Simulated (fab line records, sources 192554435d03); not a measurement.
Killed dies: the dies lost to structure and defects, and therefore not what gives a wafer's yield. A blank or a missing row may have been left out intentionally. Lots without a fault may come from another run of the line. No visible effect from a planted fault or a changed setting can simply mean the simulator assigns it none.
fab line records	flow n5_finfet
[record] lots = 24	wafers = 72	last_day = 19
route steps=1938 shown BEOL_M9@1469 BEOL_M10@1502
lots untouched by any fault: they come from a run of this same line in which no faults occurred
start_h: hours from the record's first day to the start of the lot's first wafer shown	wait_h: hours since the lot's step before	" unchanged from the row above	L1.1+2: a row that stands for several wafers	- either no value or no given start	* or withheld: withheld	< > ~ a bound
route shown NAME@n: a module of which the file shows steps, and the number in the route of the first	usual: mean/standard deviation of fault-free wafers	same: alike in all rows	chamber/n: place in a boat	sites: the reading at each site	_std_site: the values' standard deviation	_edge_site: mean of outer sites minus mean of inner sites	radius_mm: how far each site lies from the wafer's centre	mask NAME#n: copy n	behind: the tool/chamber that last shaped the wafer	hold: what put the lot on hold/how long, in hours/how the hold closed	device: names the non-switching transistor (n, p or np)	end of line: tests of these same wafers at the route's end	a step without rows: its recipe alone	killed: dies lost to structure and defects at the first sort, not the wafer's yield	map: shows each die of a wafer: x if killed, . if not, _ if none is there
set.NAME: setting as actually run; set.NAME@STEP: the setting as run at that earlier step	model.NAME: the simulator's own value behind a step, which no gauge read
one table for each step of the route and one row for each wafer, over a sample of lots
services: the hour from which a tool's chamber was out of use, counted from the record's first day as start_h (under 0 if before that day), plus the number of hours and why
[[steps]]
[step N5_BEOL_M9_INSPECT_58]
[recipe] inspect_instrument = darkfield	mode = post_dep
[usual] raw_defect_count = 71/25
lot.wafer	tool	chamber	start_h	wait_h	raw_defect_count
L074.1	defect_inspect-02	-	238.73	0.0	89
L074.4	"	-	"	"	64
L074.6	"	-	"	"	96
L075.1	defect_inspect-01	-	239.85	0.0	34
L075.2	"	-	"	"	46
L075.6	"	-	"	"	54
L078.2	defect_inspect-01	-	288.45	0.0	41
L078.3	"	-	"	"	38
L078.6	"	-	"	"	65
L077.4	defect_inspect-02	-	291.55	0.0	57
L077.5	"	-	"	"	50
L077.6	"	-	"	"	74
L080.2	defect_inspect-01	-	311.32	0.0	80
L080.4	"	-	"	"	77
L080.5	"	-	"	"	44
L079.1	defect_inspect-01	-	311.77	0.0	102
L079.4	"	-	"	"	60
L079.6	"	-	"	"	77
L081.1	defect_inspect-01	-	321.98	0.0	59
L081.2	"	-	"	"	58
L081.6	"	-	"	"	90
L082.1	defect_inspect-01	-	327.22	0.0	104
L082.3	"	-	"	"	159
L082.4	"	-	"	"	88
L083.2	defect_inspect-01	-	337.19	0.0	57
L083.3	"	-	"	"	59
L083.6	"	-	"	"	74
L085.1	defect_inspect-01	-	347.60	0.0	38
L085.4	"	-	"	"	57
L085.6	"	-	"	"	53
L084.1	defect_inspect-02	-	348.46	0.0	80
L084.3	"	-	"	"	49
L084.4	"	-	"	"	87
L087.1	defect_inspect-02	-	348.73	0.0	72
L087.2	"	-	"	"	44
L087.5	"	-	"	"	60
L086.2	defect_inspect-02	-	349.26	0.0	85
L086.4	"	-	"	"	55
L086.5	"	-	"	"	103
L076.3	defect_inspect-02	-	359.68	0.0	89
L076.4	"	-	"	"	97
L076.6	"	-	"	"	158
L089.2	defect_inspect-02	-	360.01	0.0	35
L089.3	"	-	"	"	82
L089.5	"	-	"	"	34
L090.2	defect_inspect-02	-	367.28	0.0	75
L090.4	"	-	"	"	110
L090.6	"	-	"	"	120
L091.2	defect_inspect-02	-	382.48	0.0	97
L091.5	"	-	"	"	74
L091.6	"	-	"	"	68
L088.2	defect_inspect-02	-	385.91	0.0	41
L088.3	"	-	"	"	49
L088.6	"	-	"	"	49
L092.1	defect_inspect-02	-	386.41	0.0	99
L092.2	"	-	"	"	101
L092.4	"	-	"	"	69
L094.1	defect_inspect-02	-	390.73	0.0	54
L094.3	"	-	"	"	35
L094.4	"	-	"	"	40
L093.2	defect_inspect-02	-	390.88	0.0	144
L093.4	"	-	"	"	98
L093.6	"	-	"	"	84
L095.2	defect_inspect-02	-	393.80	0.0	54
L095.5	"	-	"	"	54
L095.6	"	-	"	"	68
L096.2	defect_inspect-02	-	396.00	0.0	34
L096.5	"	-	"	"	70
L096.6	"	-	"	"	58
L097.1	defect_inspect-02	-	402.36	0.0	124
L097.5	"	-	"	"	71
L097.6	"	-	"	"	73
[step N5_BEOL_M10_CD_MEAS_28]
[recipe] target_cd_nm = 70	landing_energy_ev = 500	detector = se_inlens	polarity = opening
[usual] cd_nm = 70.2/1.1
lot.wafer	tool	chamber	start_h	wait_h	cd_nm
L074.1	cd_sem-03	0	245.90	-	71.0
L074.4	"	0	"	"	71.9
L074.6	"	0	"	"	71.4
L075.1	cd_sem-02	0	246.07	-	71.0
L075.2	"	0	"	"	70.1
L075.6	"	0	"	"	71.8
L078.2	cd_sem-02	0	294.89	-	71.4
L078.3	"	0	"	"	70.0
L078.6	"	0	"	"	71.0
L077.4	cd_sem-02	0	297.00	-	68.7
L077.5	"	0	"	"	68.6
L077.6	"	0	"	"	69.5
L080.2	cd_sem-02	0	316.58	-	70.4
L080.4	"	0	"	"	71.8
L080.5	"	0	"	"	71.3
L079.1	cd_sem-03	0	319.15	-	72.4
L079.4	"	0	"	"	70.2
L079.6	"	0	"	"	69.6
L081.1	cd_sem-02	0	324.91	-	70.6
L081.2	"	0	"	"	70.3
L081.6	"	0	"	"	68.8
L082.1	cd_sem-02	0	332.30	-	70.4
L082.3	"	0	"	"	71.5
L082.4	"	0	"	"	70.9
L083.2	cd_sem-02	0	342.23	-	69.2
L083.3	"	0	"	"	68.7
L083.6	"	0	"	"	70.5
L085.1	cd_sem-01	0	355.45	-	70.4
L085.4	"	0	"	"	70.4
L085.6	"	0	"	"	70.4
L084.1	cd_sem-01	0	355.78	-	69.4
L084.3	"	0	"	"	69.4
L084.4	"	0	"	"	69.7
L087.1	cd_sem-01	0	355.95	-	70.1
L087.2	"	0	"	"	72.1
L087.5	"	0	"	"	71.8
L086.2	cd_sem-01	0	356.91	-	68.9
L086.4	"	0	"	"	68.5
L086.5	"	0	"	"	68.4
L089.2	cd_sem-01	0	363.89	-	69.0
L089.3	"	0	"	"	68.8
L089.5	"	0	"	"	69.8
L076.3	cd_sem-01	0	364.06	-	70.4
L076.4	"	0	"	"	69.5
L076.6	"	0	"	"	69.4
L090.2	cd_sem-02	0	373.96	-	71.2
L090.4	"	0	"	"	70.7
L090.6	"	0	"	"	71.6
L091.2	cd_sem-01	0	387.42	-	70.1
L091.5	"	0	"	"	69.8
L091.6	"	0	"	"	70.7
L088.2	cd_sem-02	0	390.15	-	69.9
L088.3	"	0	"	"	69.5
L088.6	"	0	"	"	67.9
L092.1	cd_sem-02	0	390.32	-	72.7
L092.2	"	0	"	"	72.1
L092.4	"	0	"	"	70.4
L095.2	cd_sem-03	0	399.44	-	68.2
L095.5	"	0	"	"	68.9
L095.6	"	0	"	"	69.6
L094.1	cd_sem-03	0	399.60	-	69.9
L094.3	"	0	"	"	69.5
L094.4	"	0	"	"	69.2
L093.2	cd_sem-01	0	399.77	-	70.7
L093.4	"	0	"	"	71.4
L093.6	"	0	"	"	70.8
L096.2	cd_sem-02	0	403.43	-	70.0
L096.5	"	0	"	"	70.3
L096.6	"	0	"	"	70.2
L097.1	cd_sem-01	0	406.48	-	71.1
L097.5	"	0	"	"	71.6
L097.6	"	0	"	"	71.6
[step N5_BEOL_M10_INSPECT_30]
[recipe] mode = adi	inspect_instrument = brightfield
[usual] raw_defect_count = 427/93
lot.wafer	tool	chamber	start_h	wait_h	raw_defect_count
L074.1	defect_inspect-01	-	245.96	0.0	445
L074.4	"	-	"	"	277
L074.6	"	-	"	"	381
L075.1	defect_inspect-01	-	246.13	0.0	454
L075.2	"	-	"	"	446
L075.6	"	-	"	"	511
L078.2	defect_inspect-01	-	294.94	0.0	382
L078.3	"	-	"	"	319
L078.6	"	-	"	"	398
L077.4	defect_inspect-02	-	297.05	0.0	777
L077.5	"	-	"	"	561
L077.6	"	-	"	"	743
L080.2	defect_inspect-02	-	316.63	0.0	481
L080.4	"	-	"	"	426
L080.5	"	-	"	"	399
L079.1	defect_inspect-01	-	319.21	0.0	695
L079.4	"	-	"	"	343
L079.6	"	-	"	"	349
L081.1	defect_inspect-02	-	324.97	0.0	344
L081.2	"	-	"	"	259
L081.6	"	-	"	"	339
L082.1	defect_inspect-02	-	332.35	0.0	456
L082.3	"	-	"	"	553
L082.4	"	-	"	"	412
L083.2	defect_inspect-01	-	342.28	0.0	279
L083.3	"	-	"	"	304
L083.6	"	-	"	"	308
L085.1	defect_inspect-02	-	355.51	0.0	308
L085.4	"	-	"	"	370
L085.6	"	-	"	"	321
L084.1	defect_inspect-02	-	355.83	0.0	471
L084.3	"	-	"	"	400
L084.4	"	-	"	"	353
L087.1	defect_inspect-01	-	356.00	0.0	384
L087.2	"	-	"	"	269
L087.5	"	-	"	"	436
L086.2	defect_inspect-01	-	356.97	0.0	497
L086.4	"	-	"	"	512
L086.5	"	-	"	"	494
L089.2	defect_inspect-02	-	364.24	0.3	273
L089.3	"	-	"	"	401
L089.5	"	-	"	"	347
L076.3	defect_inspect-02	-	364.25	0.2	425
L076.4	"	-	"	"	555
L076.6	"	-	"	"	667
L090.2	defect_inspect-02	-	374.02	0.0	455
L090.4	"	-	"	"	427
L090.6	"	-	"	"	466
L091.2	defect_inspect-02	-	387.47	0.0	489
L091.5	"	-	"	"	573
L091.6	"	-	"	"	420
L088.2	defect_inspect-02	-	390.20	0.0	559
L088.3	"	-	"	"	487
L088.6	"	-	"	"	351
L092.1	defect_inspect-02	-	390.39	0.0	359
L092.2	"	-	"	"	460
L092.4	"	-	"	"	387
L095.2	defect_inspect-02	-	399.49	0.0	375
L095.5	"	-	"	"	399
L095.6	"	-	"	"	344
L094.1	defect_inspect-02	-	399.93	0.3	377
L094.3	"	-	"	"	352
L094.4	"	-	"	"	379
L093.2	defect_inspect-02	-	399.95	0.1	489
L093.4	"	-	"	"	467
L093.6	"	-	"	"	340
L096.2	defect_inspect-02	-	403.48	0.0	317
L096.5	"	-	"	"	377
L096.6	"	-	"	"	385
L097.1	defect_inspect-02	-	406.53	0.0	538
L097.5	"	-	"	"	288
L097.6	"	-	"	"	339
[step N5_BEOL_M10_ETCH_65]
[recipe] chemistry = CF4	target = SiARC	target_depth_a = 390	mask_material = CAR-ArF	time_s = 65	ion_energy_ev = 80	pressure_mtorr = 40	source_w = 545	bias_w = 36	Ar_flow_sccm = 100	cf4_flow_sccm = 100	ends = cleared
[usual] drypump_motor_current_A = 5.9/0.5	etch_rf_on_time_s = 64.8/1.5	oes_product_au = 0.69/0.064	rf_vpp_V = 183.8/1.3	showerhead_plenum_p_Torr = 2.12/0.075	throttle_valve_pct = 15.61/0.18
lot.wafer	tool	chamber	start_h	wait_h	drypump_motor_current_A	etch_rf_on_time_s	oes_product_au	rf_hours_counter_h	rf_vpp_V	showerhead_plenum_p_Torr	throttle_valve_pct
L074.1	rie_diel-05	1	246.03	0.0	6.2	65.0	0.76	38	183.1	2.10	15.47
L074.4	"	0	"	"	5.4	64.9	0.70	75	185.6	2.18	15.60
L074.6	"	2	"	"	5.6	61.8	0.63	-	186.2	2.21	15.85
L075.1	rie_diel-03	1	246.20	0.0	6.5	66.3	0.71	64	183.4	2.17	15.41
L075.2	"	0	"	"	6.0	65.7	0.69	93	182.5	2.08	15.67
L075.6	"	0	"	"	6.0	65.6	0.69	-	183.4	2.08	15.66
L078.2	rie_diel-01	1	295.01	0.0	6.4	63.3	0.68	86	183.2	2.09	15.33
L078.3	"	3	"	"	5.1	65.6	0.62	199	181.9	1.95	15.50
L078.6	"	0	"	"	6.2	67.8	0.62	-	182.9	2.05	15.80
L077.4	rie_diel-03	3	297.12	0.0	5.6	65.1	0.80	13	183.4	2.19	15.72
L077.5	"	1	"	"	6.5	64.7	0.70	-	184.3	2.17	15.42
L077.6	"	2	"	"	6.7	62.6	0.70	-	184.4	2.17	15.79
L080.2	rie_diel-01	0	316.70	0.0	6.2	67.0	0.62	185	183.4	2.05	15.81
L080.4	"	3	"	"	5.1	64.7	0.62	204	182.6	1.95	15.53
L080.5	"	2	"	"	5.4	66.2	0.58	-	185.8	2.19	15.83
L079.1	rie_diel-03	1	319.28	0.0	6.4	65.7	0.69	81	184.8	2.16	15.43
L079.4	"	0	"	"	6.0	66.8	0.66	111	183.0	2.08	15.73
L079.6	"	3	"	"	5.6	65.9	0.77	-	185.6	2.19	15.74
L081.1	rie_diel-05	1	325.04	0.0	6.1	65.3	0.74	55	181.9	2.09	15.48
L081.2	"	2	"	"	5.6	61.9	0.64	232	184.7	2.21	15.88
L081.6	"	0	"	"	5.4	65.3	0.68	-	184.8	2.18	15.61
L082.1	rie_diel-05	2	332.53	0.0	5.6	61.6	0.63	235	184.7	2.21	15.89
L082.3	"	0	"	"	5.4	65.0	0.69	96	184.6	2.18	15.61
L082.4	"	3	"	"	5.5	64.7	0.73	48	182.4	2.10	15.29
L083.2	rie_diel-03	3	342.35	0.0	5.6	64.9	0.78	21	185.4	2.19	15.74
L083.3	"	0	"	"	6.0	65.2	0.67	114	183.9	2.08	15.71
L083.6	"	0	"	"	6.0	65.1	0.67	-	183.2	2.08	15.74
L085.1	rie_diel-01	2	355.58	0.0	5.4	63.5	0.84	5	183.7	2.19	15.37
L085.4	"	2	"	"	5.4	64.4	0.84	-	184.9	2.19	15.37
L085.6	"	3	"	"	5.1	65.2	0.61	-	181.8	1.94	15.56
L084.1	rie_diel-03	0	356.28	0.0	6.0	66.6	0.66	118	184.2	2.07	15.74
L084.3	"	1	"	"	6.5	66.4	0.68	88	185.7	2.16	15.44
L084.4	"	2	"	"	6.7	63.1	0.68	106	183.5	2.16	15.84
L087.1	rie_diel-05	3	356.65	0.0	5.5	64.8	0.72	58	182.9	2.10	15.32
L087.2	"	2	"	"	5.7	61.3	0.62	244	185.9	2.20	15.91
L087.5	"	1	"	"	6.2	64.7	0.72	-	183.5	2.09	15.51
L086.2	rie_diel-03	2	357.09	0.0	6.7	63.4	0.69	106	185.0	2.16	15.81
L086.4	"	0	"	"	6.0	66.3	0.67	119	183.3	2.07	15.72
L086.5	"	1	"	"	6.5	66.6	0.68	-	184.3	2.16	15.44
L089.2	rie_diel-01	0	364.31	0.0	6.2	67.7	0.61	208	182.3	2.04	15.84
L089.3	"	3	"	"	5.1	64.8	0.61	224	180.7	1.94	15.56
L089.5	"	2	"	"	5.4	64.0	0.82	-	185.4	2.18	15.39
L076.3	rie_diel-03	2	364.35	0.0	6.7	63.4	0.67	109	185.1	2.16	15.82
L076.4	"	0	"	"	6.0	66.3	0.66	121	184.2	2.07	15.73
L076.6	"	0	"	"	6.0	66.1	0.66	-	183.0	2.07	15.74
L090.2	rie_diel-01	0	374.09	0.0	6.2	67.5	0.61	211	182.1	2.04	15.87
L090.4	"	1	"	"	6.5	62.8	0.67	108	185.0	2.08	15.37
L090.6	"	3	"	"	5.2	65.1	0.61	-	179.9	1.94	15.57
L091.2	rie_diel-03	0	387.69	0.0	6.0	65.8	0.66	130	182.8	2.07	15.75
L091.5	"	1	"	"	6.5	66.5	0.67	-	184.7	2.16	15.49
L091.6	"	0	"	"	6.0	66.4	0.66	-	184.2	2.07	15.75
L088.2	rie_diel-01	2	390.27	0.0	5.4	63.1	0.81	22	184.9	2.18	15.41
L088.3	"	1	"	"	6.5	62.5	0.67	115	182.8	2.08	15.38
L088.6	"	0	"	"	6.2	66.6	0.60	-	182.2	2.04	15.88
L092.1	rie_diel-05	3	390.46	0.0	5.6	63.9	0.71	71	184.1	2.09	15.36
L092.2	"	1	"	"	6.2	65.0	0.71	81	182.2	2.08	15.53
L092.4	"	2	"	"	5.6	61.1	0.85	0	184.7	2.20	15.43
L095.2	rie_diel-05	2	399.56	0.0	5.6	61.1	0.83	2	185.3	2.20	15.44
L095.5	"	2	"	"	5.6	61.0	0.84	-	183.5	2.20	15.42
L095.6	"	1	"	"	6.2	64.7	0.70	-	184.0	2.08	15.53
L094.1	rie_diel-05	0	400.02	0.0	5.3	64.8	0.66	121	184.9	2.17	15.66
L094.3	"	2	"	"	5.6	61.7	0.84	3	183.6	2.20	15.44
L094.4	"	0	"	"	5.4	64.9	0.66	-	184.3	2.17	15.66
L093.2	rie_diel-03	0	400.28	0.0	6.0	65.6	0.65	134	181.6	2.07	15.77
L093.4	"	1	"	"	6.5	65.6	0.67	104	185.3	2.16	15.48
L093.6	"	0	"	"	6.0	66.1	0.65	-	181.9	2.07	15.76
L096.2	rie_diel-03	2	403.55	0.0	6.7	63.4	0.66	123	184.7	2.16	15.86
L096.5	"	1	"	"	6.4	65.0	0.67	-	184.6	2.16	15.48
L096.6	"	2	"	"	6.7	63.0	0.66	-	184.7	2.16	15.86
L097.1	rie_diel-01	2	406.61	0.0	5.4	63.9	0.79	28	184.0	2.18	15.41
L097.5	"	3	"	"	5.1	65.3	0.60	-	182.0	1.94	15.60
L097.6	"	2	"	"	5.4	64.0	0.78	-	184.2	2.18	15.42
[step N5_BEOL_M10_ANNEAL_51]
[recipe] temp_c = 225	time_s = 90	ambient = N2
[usual] wafer_temp_C_max = 226.00/0.29
[same] time_s = 90
lot.wafer	tool	chamber	start_h	wait_h	wafer_temp_C_max
L074.1	rtp_anneal-02	0	249.38	0.1	225.97
L074.4	"	0	"	"	226.08
L074.6	"	0	"	"	225.74
L075.1	rtp_anneal-02	0	249.77	0.1	226.28
L075.2	"	0	"	"	225.92
L075.6	"	0	"	"	225.95
L078.2	rtp_anneal-02	0	297.21	0.3	226.11
L078.3	"	0	"	"	226.03
L078.6	"	0	"	"	226.09
L077.4	rtp_anneal-01	0	300.01	0.2	226.07
L077.5	"	0	"	"	226.66
L077.6	"	0	"	"	225.83
L080.2	rtp_anneal-02	0	319.40	0.1	225.71
L080.4	"	0	"	"	225.30
L080.5	"	0	"	"	225.33
L079.1	rtp_anneal-01	0	321.69	0.1	226.19
L079.4	"	0	"	"	226.27
L079.6	"	0	"	"	225.88
L081.1	rtp_anneal-02	0	327.12	0.3	225.92
L081.2	"	0	"	"	225.73
L081.6	"	0	"	"	226.26
L082.1	rtp_anneal-02	0	335.50	0.7	225.93
L082.3	"	0	"	"	225.64
L082.4	"	0	"	"	225.65
L083.2	rtp_anneal-01	0	344.37	0.1	226.30
L083.3	"	0	"	"	226.49
L083.6	"	0	"	"	226.59
L085.1	rtp_anneal-01	0	358.08	0.1	225.53
L085.4	"	0	"	"	226.64
L085.6	"	0	"	"	225.60
L084.1	rtp_anneal-01	0	358.84	0.1	226.06
L084.3	"	0	"	"	225.79
L084.4	"	0	"	"	225.80
L087.1	rtp_anneal-01	0	359.56	0.1	226.05
L087.2	"	0	"	"	226.13
L087.5	"	0	"	"	226.28
L086.2	rtp_anneal-01	0	360.35	0.1	226.30
L086.4	"	0	"	"	226.06
L086.5	"	0	"	"	225.88
L089.2	rtp_anneal-02	0	366.81	0.5	226.24
L089.3	"	0	"	"	225.73
L089.5	"	0	"	"	225.99
L076.3	rtp_anneal-02	0	367.40	0.9	225.84
L076.4	"	0	"	"	225.97
L076.6	"	0	"	"	225.82
L090.2	rtp_anneal-01	0	376.82	0.5	226.05
L090.4	"	0	"	"	226.35
L090.6	"	0	"	"	226.17
L091.2	rtp_anneal-02	0	390.56	0.7	226.08
L091.5	"	0	"	"	226.05
L091.6	"	0	"	"	225.85
L088.2	rtp_anneal-01	0	393.36	0.3	226.13
L088.3	"	0	"	"	226.07
L088.6	"	0	"	"	226.07
L092.1	rtp_anneal-02	0	393.42	0.1	225.76
L092.2	"	0	"	"	226.09
L092.4	"	0	"	"	225.74
L095.2	rtp_anneal-01	0	401.72	0.2	226.39
L095.5	"	0	"	"	225.50
L095.6	"	0	"	"	226.12
L094.1	rtp_anneal-02	0	403.77	0.2	226.06
L094.3	"	0	"	"	225.65
L094.4	"	0	"	"	225.63
L093.2	rtp_anneal-02	0	404.19	0.1	226.01
L093.4	"	0	"	"	225.75
L093.6	"	0	"	"	225.86
L096.2	rtp_anneal-02	0	405.51	0.1	225.80
L096.5	"	0	"	"	225.92
L096.6	"	0	"	"	225.85
L097.1	rtp_anneal-02	0	409.01	0.4	226.13
L097.5	"	0	"	"	225.97
L097.6	"	0	"	"	226.08
[step N5_BEOL_M10_DEP_56]
[recipe] material = SiCN	target_thk_a = 150	temp_c = withheld	precursor = 3MS/NH3	pressure_torr = 3	rf_w = 202	time_s = 26.5
[usual] showerhead_plenum_p_Torr = 3.667/0.017	throttle_valve_pct = 9.2/0.5
[same] time_s = 26.5
lot.wafer	tool	chamber	start_h	wait_h	showerhead_plenum_p_Torr	throttle_valve_pct
L074.1	pecvd-03	1	250.04	0.0	3.662	9.3
L074.4	"	0	"	"	3.663	9.1
L074.6	"	1	"	"	3.674	9.0
L075.1	pecvd-02	1	250.42	0.0	3.685	9.8
L075.2	"	2	"	"	3.682	8.7
L075.6	"	1	"	"	3.698	10.0
L078.2	pecvd-04	1	297.85	0.0	3.677	10.3
L078.3	"	0	"	"	3.649	9.2
L078.6	"	2	"	"	3.671	9.0
L077.4	pecvd-04	2	300.55	0.0	3.683	9.0
L077.5	"	0	"	"	3.647	8.9
L077.6	"	1	"	"	3.683	10.2
L080.2	pecvd-04	2	320.01	0.0	3.694	9.4
L080.4	"	0	"	"	3.646	9.2
L080.5	"	2	"	"	3.685	9.1
L079.1	pecvd-04	2	322.34	0.0	3.696	9.0
L079.4	"	0	"	"	3.656	9.3
L079.6	"	1	"	"	3.687	10.2
L081.1	pecvd-03	2	327.77	0.0	3.673	8.8
L081.2	"	1	"	"	3.663	9.2
L081.6	"	2	"	"	3.672	8.3
L082.1	pecvd-03	0	336.16	0.0	3.662	9.4
L082.3	"	1	"	"	3.667	9.2
L082.4	"	2	"	"	3.672	8.6
L083.2	pecvd-02	0	344.99	0.0	3.631	9.1
L083.3	"	2	"	"	3.687	8.9
L083.6	"	1	"	"	3.686	10.1
L085.1	pecvd-04	1	358.76	0.0	3.676	10.3
L085.4	"	1	"	"	3.684	10.1
L085.6	"	0	"	"	3.649	9.2
L084.1	pecvd-02	1	359.49	0.0	3.688	10.2
L084.3	"	0	"	"	3.639	9.0
L084.4	"	0	"	"	3.639	9.3
L087.1	pecvd-04	1	360.23	0.0	3.667	10.2
L087.2	"	0	"	"	3.646	9.2
L087.5	"	0	"	"	3.654	8.9
L086.2	pecvd-04	1	360.97	0.0	3.680	10.3
L086.4	"	1	"	"	3.680	10.2
L086.5	"	1	"	"	3.678	10.2
L089.2	pecvd-03	1	367.42	0.0	3.677	9.1
L089.3	"	0	"	"	3.656	9.3
L089.5	"	2	"	"	3.671	8.4
L076.3	pecvd-03	1	367.96	0.0	3.678	9.2
L076.4	"	2	"	"	3.670	8.6
L076.6	"	1	"	"	3.670	9.2
L090.2	pecvd-04	0	377.43	0.0	3.654	9.2
L090.4	"	0	"	"	3.650	9.2
L090.6	"	2	"	"	3.692	9.3
L091.2	pecvd-02	2	391.20	0.0	3.686	9.1
L091.5	"	0	"	"	3.646	8.8
L091.6	"	2	"	"	3.691	9.1
L088.2	pecvd-04	0	393.98	0.0	3.656	9.0
L088.3	"	0	"	"	3.658	8.9
L088.6	"	2	"	"	3.692	9.1
L092.1	pecvd-02	0	394.09	0.0	3.633	9.0
L092.2	"	2	"	"	3.684	9.0
L092.4	"	2	"	"	3.674	9.0
L095.2	pecvd-02	0	402.34	0.0	3.635	9.3
L095.5	"	0	"	"	3.636	9.0
L095.6	"	2	"	"	3.691	8.7
L094.1	pecvd-03	0	404.42	0.0	3.662	9.6
L094.3	"	2	"	"	3.671	8.4
L094.4	"	1	"	"	3.674	8.9
L093.2	pecvd-04	2	404.82	0.0	3.678	9.5
L093.4	"	2	"	"	3.684	9.0
L093.6	"	0	"	"	3.644	9.3
L096.2	pecvd-02	0	406.13	0.0	3.634	8.8
L096.5	"	2	"	"	3.676	9.2
L096.6	"	0	"	"	3.647	8.9
L097.1	pecvd-03	0	409.69	0.0	3.654	9.2
L097.5	"	2	"	"	3.665	8.6
L097.6	"	0	"	"	3.656	9.4
[[services]]
tool	chamber	start_h	hours	kind
pecvd-02	1	227.29	5.5	scheduled_down
rie_diel-03	3	227.88	-	clean
rie_diel-03	3	227.88	-	consumable_replace:focus_ring
rie_diel-03	3	227.88	18.7	scheduled_down
rie_diel-03	3	227.88	18.7	vent_cycle
rie_diel-05	2	229.83	7.1	repair
pecvd-02	0	279.38	2.1	scheduled_down
pecvd-03	-	286.12	14.6	pm
pecvd-04	2	287.69	4.1	repair
pecvd-04	-	289.55	6.0	pm
pecvd-02	-	298.59	3.4	repair
rie_diel-03	-	322.81	14.6	pm
pecvd-02	-	326.95	0.6	repair
rie_diel-01	2	329.64	-	clean
rie_diel-01	2	329.64	-	consumable_replace:focus_ring
pecvd-04	2	331.11	30.4	repair
rtp_anneal-01	-	333.08	4.2	pm
pecvd-02	-	335.57	2.8	pm
rie_diel-01	1	341.15	22.0	repair
rie_diel-05	2	349.12	1.4	repair
pecvd-04	0	369.25	2.1	scheduled_down
pecvd-04	1	392.68	5.0	scheduled_down
rie_diel-05	3	395.52	5.8	repair
pecvd-04	2	401.29	2.1	scheduled_down
[[key]]
fault none
